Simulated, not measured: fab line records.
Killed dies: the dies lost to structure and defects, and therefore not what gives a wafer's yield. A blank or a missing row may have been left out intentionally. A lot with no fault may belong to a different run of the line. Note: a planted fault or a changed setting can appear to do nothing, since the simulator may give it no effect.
fab line records	flow nand-harc
record lots=5	wafers=15	last-day=25
route steps=1159 shown THIN_TSV@1142 END@1158
lots that met no fault: from a run of the same line without faults
start-h: start of the lot's first displayed wafer, in hours after the record's first day	wait-h: hours since the lot's step before	" identical to the entry in the row above	L1.1+2: one row covering several wafers at once	- no value, or no start was given	* or withheld: withheld	< > ~ a bound
route shown NAME@n: names a module that has steps shown in the file, with the first one's number in the route	usual: average and standard deviation across the fault-free wafers	same: alike in all rows	chamber/n: place in a boat	sites: per-site readings	_std_site: standard deviation of those values	_edge_site: outer sites' mean less inner sites'	radius-mm: how far each site lies from the wafer's centre	mask NAME#n: copy n	behind: tool/chamber where the wafer was last shaped	hold: why the lot was held/for how many hours/how that ended	device: the n, p or np transistor that did not switch	end of line: tests run on the same wafers once the route is complete	a step with no rows: only its recipe	killed: dies that structure and defects cost at the first sort, which is not the same as the wafer's yield	map: per-die view of a wafer (x killed, . not killed, _ where there is no die)
set.NAME: the setting that was run; set.NAME@STEP: the one run at that earlier step	model.NAME: the simulator's own value behind a step, which no gauge read
lots at selected steps of the route; one table per step, one row per wafer
services: the hour from which a tool's chamber was out of use, counted from the record's first day as start-h (under 0 if before that day), plus the number of hours and why
## steps
# step NHARC_THIN_TSV_COAT_27
# recipe spin-rpm=*
# step NHARC_THIN_TSV_SOFTBAKE_28
# recipe temp-c=122	time-s=95
# step NHARC_THIN_TSV_EBR_29
# step NHARC_THIN_TSV_EXPOSE_30
# recipe na=0.55	dose-mj=11.47	mask-id=PAD
# step NHARC_THIN_TSV_PEB_31
# recipe peb-temp-c=118	peb-time-s=85
# step NHARC_THIN_TSV_DEVELOP_32
# recipe time-s=70
# step NHARC_THIN_TSV_CD_MEAS_33
# recipe target-cd-nm=5000	landing-energy-ev=500
# usual cd-nm=4998.1/2.1
lot.wafer	tool	chamber	start-h	wait-h	cd-nm
L900.3	cd-sem-01	0	458.54	-	4995.7
L900.5	"	0	"	"	4995.2
L900.6	"	0	"	"	5000.6
L901.2	cd-sem-03	0	463.93	-	4999.6
L901.4	"	0	"	"	4998.0
L901.5	"	0	"	"	4998.3
L910.2	cd-sem-01	0	541.16	-	4994.9
L910.5	"	0	"	"	4996.3
L910.6	"	0	"	"	4996.4
L916.2	cd-sem-03	0	557.96	-	4995.9
L916.4	"	0	"	"	4998.6
L916.6	"	0	"	"	4996.5
L917.2	cd-sem-03	0	574.04	-	4995.2
L917.3	"	0	"	"	4999.7
L917.5	"	0	"	"	4998.1
# step NHARC_THIN_TSV_HARDBAKE_34
# recipe temp-c=125	time-s=80
# step NHARC_THIN_TSV_DESCUM_35
# recipe time-s=3	o2-flow-sccm=200	ar-flow-sccm=0	bias-power-w=0	chemistry=O2
# usual drypump-motor-current-A=5.8/0.32	oes-product-au=0.991/0.015	rf-vpp-V=57.8/0.8	showerhead-plenum-p-Torr=1.92/0.073	throttle-valve-pct=11.312/0.0096
# same time-s=3
lot.wafer	tool	chamber	start-h	wait-h	drypump-motor-current-A	oes-product-au	rf-hours-counter-h	rf-vpp-V	showerhead-plenum-p-Torr	throttle-valve-pct
L900.3	rie-diel-01	0	458.75	-	6.1	1.018	8	59.2	2.00	11.325
L900.6	"	1	"	"	5.4	0.981	-	58.9	1.95	11.308
L900.5	"	2	"	"	6.0	0.990	-	57.3	2.03	11.312
L901.2	rie-diel-12	0	464.09	-	5.9	0.994	6	56.9	1.92	11.321
L901.4	"	2	"	"	5.5	0.972	6	56.5	1.86	11.295
L901.5	"	0	"	"	5.9	0.988	-	57.7	1.92	11.324
L910.2	rie-diel-01	2	541.35	-	6.0	0.980	3	57.8	2.02	11.310
L910.5	"	3	"	"	5.8	0.998	-	57.4	1.90	11.314
L910.6	"	0	"	"	6.1	0.997	-	58.0	2.00	11.310
L916.2	rie-diel-02	0	558.12	-	5.9	1.015	7	57.6	2.01	11.315
L916.4	"	3	"	"	5.8	0.987	7	57.9	1.92	11.318
L916.6	"	1	"	"	6.5	1.007	-	57.2	1.85	11.314
L917.3	rie-diel-12	3	574.21	-	5.1	0.974	0	59.0	1.77	11.301
L917.2	"	1	"	"	5.6	1.007	1	58.9	1.91	11.309
L917.5	"	2	"	"	5.5	0.975	-	57.3	1.86	11.312
# step NHARC_THIN_TSV_ETCH_59
# recipe target-depth-a=8800	icp-w=900	bias-w=100	Cl2_flow_sccm=60	bcl3-flow-sccm=30	time-s=138.1	chemistry=Cl2/BCl3
# usual drypump-motor-current-A=5.6/0.32	oes-product-au=1.000/0.01	throttle-valve-pct=22.265/0.0094
# same time-s=138.1
lot.wafer	tool	chamber	start-h	wait-h	drypump-motor-current-A	oes-product-au	rf-hours-counter-h	throttle-valve-pct
L900.3	rie-metal-01	1	458.94	0.2	5.6	1.024	-	22.260
L900.6	"	0	"	"	5.1	1.001	-	22.271
L900.5	"	1	"	"	5.6	1.008	-	22.254
L901.2	rie-metal-03	0	464.25	0.2	5.3	0.998	0.0	22.261
L901.4	"	0	"	"	5.3	0.987	-	22.265
L901.5	"	1	"	"	5.8	1.009	-	22.275
L910.2	rie-metal-01	0	541.48	0.1	5.0	0.989	0.5	22.265
L910.6	"	1	"	"	5.6	1.001	-	22.267
L910.5	"	0	"	"	5.0	0.982	-	22.256
L916.2	rie-metal-02	0	558.28	0.1	5.7	1.010	4.8	22.264
L916.4	"	1	"	"	6.0	1.024	-	22.264
L916.6	"	1	"	"	6.0	1.018	-	22.274
L917.2	rie-metal-02	1	574.37	0.1	6.0	1.009	0.0	22.262
L917.3	"	1	"	"	6.0	0.999	-	22.259
L917.5	"	1	"	"	6.0	1.009	-	22.278
# step NHARC_THIN_TSV_ETCH_36
# recipe target-depth-a=650	over-etch-frac=0.3	time-s=18.571	ion-energy-ev=150	chemistry=Cl2/BCl3
# usual drypump-motor-current-A=5.6/0.32	oes-product-au=1.000/0.0098
# same over-etch-frac=0.3	time-s=18.571
lot.wafer	tool	chamber	start-h	wait-h	drypump-motor-current-A	oes-product-au	rf-hours-counter-h
L900.3	rie-metal-01	1	459.11	0.1	5.6	0.993	-
L900.5	"	0	"	"	5.0	0.993	-
L900.6	"	1	"	"	5.6	1.005	-
L901.2	rie-metal-03	1	464.48	0.2	5.8	0.996	0.2
L901.4	"	0	"	"	5.3	0.988	-
L901.5	"	0	"	"	5.3	0.997	-
L910.2	rie-metal-01	0	541.70	0.2	5.1	0.996	0.7
L910.5	"	0	"	"	5.1	0.983	-
L910.6	"	1	"	"	5.6	0.987	-
L916.2	rie-metal-02	1	558.50	0.2	6.0	1.019	4.9
L916.4	"	1	"	"	6.0	1.009	-
L916.6	"	1	"	"	6.0	1.007	-
L917.2	rie-metal-02	0	574.60	0.2	5.8	0.981	0.2
L917.3	"	1	"	"	6.0	1.011	-
L917.5	"	1	"	"	6.0	1.008	-
# step NHARC_THIN_TSV_STRIP_56
# recipe power-w=1500	temp-c=250	chemistry=O2
# usual drypump-motor-current-A=5.7/0.39	heater-power-w=339/38
lot.wafer	tool	chamber	start-h	wait-h	drypump-motor-current-A	heater-power-w	rf-hours-counter-h
L900.3	plasma-asher-02	0	459.83	0.7	5.7	383	-
L900.5	"	1	"	"	5.0	279	-
L900.6	"	0	"	"	5.8	397	-
L901.2	plasma-asher-01	1	464.57	0.1	6.2	352	0
L901.4	"	0	"	"	5.5	319	-
L901.5	"	0	"	"	5.5	322	-
L910.2	plasma-asher-01	1	542.32	0.6	6.2	336	26
L910.6	"	0	"	"	5.6	321	-
L910.5	"	1	"	"	6.2	343	-
L916.2	plasma-asher-01	1	558.60	0.1	6.2	335	35
L916.4	"	1	"	"	6.2	345	-
L916.6	"	0	"	"	5.6	322	-
L917.2	plasma-asher-02	0	574.69	0.1	5.7	421	11
L917.3	"	0	"	"	5.7	420	-
L917.5	"	1	"	"	5.1	282	-
# step NHARC_THIN_TSV_STRIP_57
# recipe time-s=1200	temp-c=72.5	chemistry=post-etch-residue-remover
# same time-s=1200
lot.wafer	tool	chamber	start-h	wait-h
L900.3+5+6	wet-bench-08	7,1,3	460.05	0.2
L901.4+2+5	wet-bench-10	7,0,1	464.93	0.2
L910.6+5+2	wet-bench-10	3,5,6	542.62	0.1
L916.2+6+4	wet-bench-08	2,3,5	558.96	0.3
L917.2+5+3	wet-bench-08	7,0,3	575.05	0.3
# step NHARC_THIN_TSV_CD_MEAS_37
# usual cd-nm=4998/3.4
lot.wafer	tool	chamber	start-h	wait-h	cd-nm
L900.3	cd-sem-03	-	460.49	-	4994
L900.5	"	-	"	"	4997
L900.6	"	-	"	"	5000
L901.2	cd-sem-01	-	465.37	-	4997
L901.4	"	-	"	"	5001
L901.5	"	-	"	"	4998
L910.2	cd-sem-02	-	543.08	-	4993
L910.5	"	-	"	"	4993
L910.6	"	-	"	"	4994
L916.2	cd-sem-01	-	559.40	-	5000
L916.4	"	-	"	"	4998
L916.6	"	-	"	"	5000
L917.2	cd-sem-01	-	575.49	-	4999
L917.3	"	-	"	"	5001
L917.5	"	-	"	"	5001
# step NHARC_THIN_TSV_ANNEAL_58
# recipe temp-c=400	time-s=1800
# step NHARC_THIN_TSV_INSPECT_40
# usual raw-defect-count=464/85
lot.wafer	tool	chamber	start-h	wait-h	raw-defect-count
L900.3	defect-inspect-01	-	466.19	0.4	388
L900.5	"	-	"	"	437
L900.6	"	-	"	"	326
L901.2	defect-inspect-02	-	469.81	0.4	401
L901.4	"	-	"	"	343
L901.5	"	-	"	"	370
L910.2	defect-inspect-02	-	546.02	0.4	459
L910.5	"	-	"	"	396
L910.6	"	-	"	"	965
L916.2	defect-inspect-02	-	563.85	0.4	485
L916.4	"	-	"	"	506
L916.6	"	-	"	"	475
L917.2	defect-inspect-01	-	578.47	0.4	519
L917.3	"	-	"	"	666
L917.5	"	-	"	"	572
# step NHARC_END_WLT_00
# usual VT_DECK1_BOTTOM=0.871/0.0083	VT_DECK1_BOTTOM_INNER=0.871/0.008	VT_DECK1_MEDIAN_NEAR_BOTTOM=0.872/0.008	VT_DECK1_MEDIAN_NEAR_BOTTOM_INNER=0.872/0.008	VT_DECK1_MIDDLE=0.884/0.007	VT_DECK1_MIDDLE_INNER=0.883/0.007	VT_DECK1_TOP=0.896/0.0063	VT_DECK1_TOP_INNER=0.896/0.0062
lot.wafer	tool	chamber	start-h	wait-h	VT_DECK1_BOTTOM	VT_DECK1_BOTTOM_INNER	VT_DECK1_MEDIAN_NEAR_BOTTOM	VT_DECK1_MEDIAN_NEAR_BOTTOM_INNER	VT_DECK1_MIDDLE	VT_DECK1_MIDDLE_INNER	VT_DECK1_TOP	VT_DECK1_TOP_INNER
L900.3	prober-01	-	478.12	11.9	0.886	0.887	0.881	0.885	0.896	0.891	0.900	0.902
L900.5	"	-	"	"	0.875	0.876	0.877	0.872	0.889	0.893	0.900	0.898
L900.6	"	-	"	"	0.865	0.865	0.869	0.870	0.881	0.893	0.904	0.900
L901.2	prober-01	-	485.40	15.6	0.900	0.896	0.891	0.898	0.898	0.904	0.902	0.903
L901.4	"	-	486.41	16.6	0.861	0.873	0.877	0.872	0.883	0.883	0.900	0.913
L901.5	"	-	"	"	0.875	0.879	0.875	0.879	0.894	0.892	0.910	0.904
L910.2	prober-01	-	551.46	5.4	0.870	0.868	0.870	0.870	0.885	0.878	0.892	0.896
L910.5	"	-	552.94	6.9	0.871	0.868	0.864	0.867	0.874	0.881	0.895	0.889
L910.6	"	-	"	"	0.873	0.868	0.871	0.874	0.880	0.877	0.893	0.891
L916.2	prober-02	-	567.10	3.2	0.870	0.863	0.867	0.868	0.884	0.889	0.899	0.901
L916.4	"	-	"	"	0.880	0.874	0.872	0.877	0.886	0.879	0.890	0.903
L916.6	"	-	569.09	5.2	0.869	0.866	0.872	0.866	0.886	0.881	0.898	0.898
L917.2	prober-02	-	582.73	4.3	0.859	0.865	0.858	0.866	0.877	0.872	0.885	0.889
L917.3	"	-	"	"	0.861	0.871	0.863	0.866	0.884	0.879	0.889	0.885
L917.5	"	-	584.23	5.8	0.866	0.860	0.860	0.857	0.877	0.880	0.892	0.889
# step NHARC_END_SORT_01
# recipe temp-c=25
# usual defect-limited-yield=95.8/1.3	killed-at-array=24/8.7	killed-at-other=0.8/1.2	killed-at-periphery=3.6/2.3	killed-dies=28/8.9	killed-open=3.2/1.9	killed-short=2.0/1.6	sort_bin_2_pct=1.3/0.57	sort_bin_3_pct=0.22/0.19	sort_bin_4_pct=2.7/0.89	sort-n-pass=649/8.9	sort-rim-yield-pct=95/3.1	sort-yield-pct=95.8/1.3
# same gross-dies=677	sort_bin_5_pct[%]=0	sort_bin_6_pct[%]=0	sort_bin_7_pct[%]=0	sort_bin_8_pct[%]=0	sort-rim-n-gross=106.00
lot.wafer	tool	chamber	start-h	wait-h	defect-limited-yield[%]	killed-at-array	killed-at-other	killed-at-periphery	killed-dies	killed-open	killed-short	sort_bin_2_pct[%]	sort_bin_3_pct[%]	sort_bin_4_pct[%]	sort-n-pass	sort-rim-yield-pct[%]	sort-yield-pct[%]
L900.3	prober-01	0	481.69	3.1	97.2	10	0	9	19	3	3	0.4	0.15	2.2	658	96	97.2
L900.5	prober-01	0	483.29	3.7	97.3	12	0	6	18	5	1	0.7	0	1.9	659	95	97.3
L900.6	prober-01	0	484.09	4.0	98.4	9	0	2	11	3	2	0.6	0	1.0	666	97	98.4
L901.2	prober-01	0	488.71	2.8	93.9	34	3	4	41	2	3	1.9	0.44	3.7	636	93	93.9
L901.4	prober-01	0	490.29	3.4	95.3	30	0	2	32	2	1	1.6	0.59	2.5	645	98	95.3
L901.5	prober-01	0	491.09	3.7	94.1	33	3	4	40	4	2	1.3	0.30	4.3	637	95	94.1
L910.2	prober-01	0	554.72	2.8	93.9	38	0	3	41	3	1	2.4	0.15	3.5	636	92	93.9
L910.5	prober-01	0	557.08	3.6	92.9	47	0	1	48	4	2	1.8	0.89	4.4	629	94	92.9
L910.6	prober-01	0	557.87	3.9	89.8	34	33	2	69	8	0	5.2	1.33	3.7	608	81	89.8
L916.2	prober-02	0	570.39	2.8	95.4	28	0	3	31	1	0	1.0	0.44	3.1	646	100	95.4
L916.4	prober-02	0	571.99	3.4	96.0	24	0	3	27	0	1	1.8	0.15	2.1	650	92	96.0
L916.6	prober-02	0	573.60	4.0	95.1	29	0	4	33	2	3	1.5	0.30	3.1	644	92	95.1
L917.2	prober-02	0	586.03	2.8	97.0	15	2	3	20	4	1	1.2	0.15	1.6	657	94	97.0
L917.3	prober-02	0	586.84	3.1	96.3	20	3	2	25	5	2	0.7	0.15	2.8	652	95	96.3
L917.5	prober-02	0	588.44	3.7	96.0	22	0	5	27	4	2	0.7	0	3.2	650	97	96.0
# killed by level:class
L900.3 P_STI:chamber-film-flake=5 A_STAIRCASE:chamber-film-flake=5 A_CHANNEL_HOLE_D1:chamber-film-flake=2 P_GATE:geometric-particle:short=1 P_CONTACT:geometric-particle:open=1 P_CONTACT:geometric-particle:short=1 P_M0:geometric-particle:open=1 A_CONTACT:geometric-particle:open=1
L900.5 A_STAIRCASE:chamber-film-flake=5 P_M0:geometric-particle:open=2 A_CONTACT:chamber-film-flake=2 P_M2:geometric-particle:short=1 P_M2:geometric-particle:open=1 A_CONTACT:geometric-particle:open=1 A_M1:geometric-particle:open=1 P_STI:chamber-film-flake=1
L900.6 A_CONTACT:geometric-particle:open=2 A_CHANNEL_HOLE_D1:chamber-film-flake=2 P_M0:geometric-particle:short=1 A_M1:geometric-particle:short=1 A_M1:geometric-particle:open=1 P_STI:chamber-film-flake=1 A_STAIRCASE:chamber-film-flake=1 A_SLIT:chamber-film-flake=1
L901.2 A_SLIT:chamber-film-flake=13 A_STAIRCASE:chamber-film-flake=8 A_CHANNEL_HOLE_D1:chamber-film-flake=5 A_SGD_CUT:chamber-film-flake=4 THIN_TSV:chamber-film-flake=3 A_WL_FILL:geometric-particle:open=2 P_GATE:geometric-particle:short=1 A_SGD_CUT:geometric-particle:short=1
L901.4 A_SLIT:chamber-film-flake=9 A_SGD_CUT:chamber-film-flake=7 A_CHANNEL_HOLE_D1:chamber-film-flake=6 A_STAIRCASE:chamber-film-flake=5 P_M1:geometric-particle:open=1 A_CHANNEL_FILL_D1:geometric-particle:short=1 A_CONTACT:geometric-particle:open=1 P_STI:chamber-film-flake=1
L901.5 A_SLIT:chamber-film-flake=13 A_STAIRCASE:chamber-film-flake=9 A_SGD_CUT:chamber-film-flake=6 THIN_TSV:chamber-film-flake=3 P_M0:geometric-particle:open=2 P_CONTACT:geometric-particle:open=1 A_ONON_D1:geometric-particle:short=1 A_CHANNEL_FILL_D1:geometric-particle:open=1
L910.2 A_CHANNEL_HOLE_D1:chamber-film-flake=17 A_SLIT:chamber-film-flake=14 A_CONTACT:chamber-film-flake=3 P_GATE:chamber-film-flake=2 A_ONON_D1:geometric-particle:short=1 A_CHANNEL_FILL_D1:geometric-particle:open=1 A_SGD_CUT:geometric-particle:open=1 A_CONTACT:geometric-particle:open=1
L910.5 A_SLIT:chamber-film-flake=19 A_CHANNEL_HOLE_D1:chamber-film-flake=17 A_CONTACT:chamber-film-flake=4 P_M0:geometric-particle:open=1 A_CHANNEL_HOLE_D1:geometric-particle:short=1 A_CHANNEL_FILL_D1:geometric-particle:open=1 A_WL_FILL:geometric-particle:open=1 A_BLC:geometric-particle:open=1
L910.6 THIN_TSV:unspecified=33 A_SLIT:chamber-film-flake=15 A_CHANNEL_HOLE_D1:chamber-film-flake=8 A_CONTACT:chamber-film-flake=4 A_ONON_D1:geometric-particle:open=2 A_CONTACT:geometric-particle:open=2 P_M0:geometric-particle:open=1 P_M1:geometric-particle:open=1
L916.2 A_SLIT:chamber-film-flake=17 A_CONTACT:chamber-film-flake=4 A_CHANNEL_HOLE_D1:chamber-film-flake=3 P_GATE:chamber-film-flake=2 A_STAIRCASE:chamber-film-flake=2 A_SGD_CUT:geometric-particle:open=1 P_STI:chamber-film-flake=1 A_WL_FILL:chamber-film-flake=1
L916.4 A_SLIT:chamber-film-flake=11 A_CHANNEL_HOLE_D1:chamber-film-flake=5 A_CONTACT:chamber-film-flake=5 A_CHANNEL_HOLE_D1:geometric-particle:short=1 P_ZERO_WELL:chamber-film-flake=1 P_GATE:chamber-film-flake=1 P_M1:chamber-film-flake=1 A_STAIRCASE:chamber-film-flake=1
L916.6 A_SLIT:chamber-film-flake=13 A_CONTACT:chamber-film-flake=6 A_CHANNEL_HOLE_D1:chamber-film-flake=4 P_M1:chamber-film-flake=3 P_GATE:geometric-particle:open=1 A_CHANNEL_HOLE_D1:geometric-particle:short=1 A_CHANNEL_FILL_D1:geometric-particle:short=1 A_CONTACT:geometric-particle:short=1
L917.2 A_CHANNEL_HOLE_D1:chamber-film-flake=7 A_BLC:geometric-particle:open=2 A_WL_FILL:chamber-film-flake=2 A_CONTACT:chamber-film-flake=2 THIN_TSV:chamber-film-flake=2 P_GATE:geometric-particle:open=1 P_M0:geometric-particle:open=1 A_BLC:geometric-particle:short=1
L917.3 A_CHANNEL_HOLE_D1:chamber-film-flake=5 A_CONTACT:chamber-film-flake=4 A_ZERO_WELL:chamber-film-flake=3 THIN_TSV:chamber-film-flake=3 P_GATE:geometric-particle:open=1 P_CONTACT:geometric-particle:open=1 A_CHANNEL_FILL_D1:geometric-particle:open=1 A_CONTACT:geometric-particle:open=1
L917.5 A_CHANNEL_HOLE_D1:chamber-film-flake=10 A_CONTACT:chamber-film-flake=4 A_STAIRCASE:chamber-film-flake=3 A_CONTACT:geometric-particle:open=2 P_GATE:geometric-particle:short=1 P_CONTACT:geometric-particle:short=1 P_M1:geometric-particle:open=1 A_WL_FILL:geometric-particle:open=1
# map L910.6 (x killed, . not)
____________.____________
_________......._________
_______..........._______
______.............______
_____..............._____
____.................____
____.................____
___..........x........___
___..x................___
__.....................__
__................x..x.__
_................x..x.xx_
_.....................x._
_........x.........xx..x_
_..................x..xx_
_........x.x.........xxx_
...x..................xxx
.....................xxxx
......................xxx
.....................xxxx
....................xxxxx
_................x...xxx_
_....................xxx_
_.................x...xx_
_....................xx._
_......................._
__....x................__
__.....................__
___.............x.....___
___...................___
____x.x..............____
____xxxxx............____
_____xx.xx.........._____
______xxx..........______
_______..........._______
_________......._________
____________.____________
# map L901.2 (x killed, . not)
____________.____________
_________......._________
_______..........._______
______.............______
_____..............._____
____.....x......x....____
____.................____
___.............x.....___
___.x.........x.......___
__.x...................__
__.....................__
_............x.x........_
_......................._
_..............x........_
_...............x......._
_...............x......._
.........................
.................xx......
......x.............x....
.................x.......
............x.......x....
_.x....................._
_...............x......._
_.............x.......x._
_....x.........x........_
_............x.........x_
__.....................__
__...........x.........__
___...................___
___.xxx...x...........___
____xxx..............____
____x.x..............____
_____xx.x..........._____
______.............______
_______.xx........_______
_________......._________
____________.____________
## services
tool	chamber	start-h	hours	kind
rie-metal-03	0	450.61	4.3	repair
rie-metal-03	-	453.00	9.0	pm
plasma-asher-01	-	453.17	9.0	pm
plasma-asher-01	0	453.17	9.0	vent-cycle
plasma-asher-01	1	453.17	9.0	vent-cycle
plasma-asher-01	0	462.17	-	clean
plasma-asher-01	1	462.17	-	clean
rie-diel-01	-	491.84	9.0	pm
rie-diel-02	-	505.00	9.0	pm
rie-diel-01	2	507.48	4.4	repair
rie-metal-01	-	509.00	9.0	pm
rie-metal-01	0	509.00	9.0	vent-cycle
rie-metal-01	1	509.00	9.0	vent-cycle
rie-metal-01	0	518.00	-	clean
rie-metal-01	1	518.00	-	clean
rie-metal-03	0	518.09	1.1	repair
plasma-asher-02	-	537.08	9.0	pm
rie-diel-12	3	537.28	29.8	repair
rie-diel-12	-	556.41	9.0	pm
rie-metal-02	-	565.06	9.0	pm
rie-metal-02	0	565.06	9.0	vent-cycle
rie-metal-02	1	565.06	9.0	vent-cycle
rie-metal-02	0	574.06	-	clean
rie-metal-02	1	574.06	-	clean
## key
first-sign step=NHARC_THIN_TSV_INSPECT_40	reading=raw-defect-count	direction=up	sigmas=5.9	usual=464	struck=965
effect step=NHARC_END_SORT_01	reading=killed-at-other	direction=up	sigmas=27	usual=0.8	struck=33
more-kills-born-at NHARC_THIN_TSV_STRIP_57@wet-bench-10=33
met-at NHARC_THIN_TSV_STRIP_57
struck-wafers L910.6
fault kind=chamber-particle-source	tool=wet-bench-10	chamber=3	onset-h=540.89	steps=NHARC_THIN_TSV_STRIP_57	rate-per-visit-cm2=0.81426	end-h=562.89
